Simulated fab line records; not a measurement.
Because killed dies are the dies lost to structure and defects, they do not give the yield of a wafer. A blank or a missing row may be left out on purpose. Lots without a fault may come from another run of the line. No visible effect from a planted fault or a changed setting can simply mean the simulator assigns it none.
Chamber matching || flow n5 finfet || 3 sister chambers for N5_BEOL_M0_DEP_125 on pecvd-04
The step deposits SiCN from 3MS/NH3, target thk 8 nm, time 14 s. 6 wafers are shown with their chamber, then 7 later ones without.

## WAFERS, EACH WITH ITS CHAMBER
{"wafer": "L082.6", "chamber": 2, "throttle valve pct (%)": 9.8, "showerhead plenum p Torr (Torr)": 3.661}
{"wafer": "L085.5", "chamber": 2, "throttle valve pct (%)": 9.4, "showerhead plenum p Torr (Torr)": 3.668}
{"wafer": "L091.4", "chamber": 1, "throttle valve pct (%)": 9.0, "showerhead plenum p Torr (Torr)": 3.660}
{"wafer": "L091.6", "chamber": 0, "throttle valve pct (%)": 9.3, "showerhead plenum p Torr (Torr)": 3.665}
{"wafer": "L093.4", "chamber": 1, "throttle valve pct (%)": 9.4, "showerhead plenum p Torr (Torr)": 3.663}
{"wafer": "L093.5", "chamber": 0, "throttle valve pct (%)": 9.0, "showerhead plenum p Torr (Torr)": 3.657}

## WAFERS MISSING THEIR CHAMBER
{"wafer": "L093.6", "throttle valve pct (%)": 9.2, "showerhead plenum p Torr (Torr)": 3.655}
{"wafer": "L095.1", "throttle valve pct (%)": 9.1, "showerhead plenum p Torr (Torr)": 3.659}
{"wafer": "L095.4", "throttle valve pct (%)": 9.0, "showerhead plenum p Torr (Torr)": 3.656}
{"wafer": "L095.5", "throttle valve pct (%)": 8.1, "showerhead plenum p Torr (Torr)": 3.656}
{"wafer": "L097.1", "throttle valve pct (%)": 8.9, "showerhead plenum p Torr (Torr)": 3.655}
{"wafer": "L097.3", "throttle valve pct (%)": 8.2, "showerhead plenum p Torr (Torr)": 3.664}
{"wafer": "L097.5", "throttle valve pct (%)": 9.1, "showerhead plenum p Torr (Torr)": 3.659}

## WHICH CHAMBER EACH ONE RAN IN
{"wafer": "L093.6", "from the rows above": "can't be placed: 0 or 1 or 2", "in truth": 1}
{"wafer": "L095.1", "from the rows above": "can't be placed: 0 or 1 or 2", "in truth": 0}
{"wafer": "L095.4", "from the rows above": "can't be placed: 0 or 1 or 2", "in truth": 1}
{"wafer": "L095.5", "from the rows above": "can't be placed: 0 or 1 or 2", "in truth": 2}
{"wafer": "L097.1", "from the rows above": "can't be placed: 0 or 1 or 2", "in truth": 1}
{"wafer": "L097.3", "from the rows above": "can't be placed: 0 or 1 or 2", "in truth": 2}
{"wafer": "L097.5", "from the rows above": "can't be placed: 0 or 1 or 2", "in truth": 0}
Placed correctly: 0 of 7. Unplaceable from these rows: 7, with the true chamber sitting among the candidates in 7. 0 placed wrongly.
How it was worked out, from the rows above alone: a wafer's distance from a chamber is the root of the sum, over the readings, of the square of ((its reading less the chamber's mean) divided by the reading's scatter). The wafer belongs to the nearest chamber; if the next one is less than 2 further off, it can't be placed. The mean given for a chamber averages the wafers shown for that chamber. How the scatter is found: for the shown wafers, subtract from each reading the mean of its chamber, square and add these, divide the total by (wafers less chambers), then take the root.
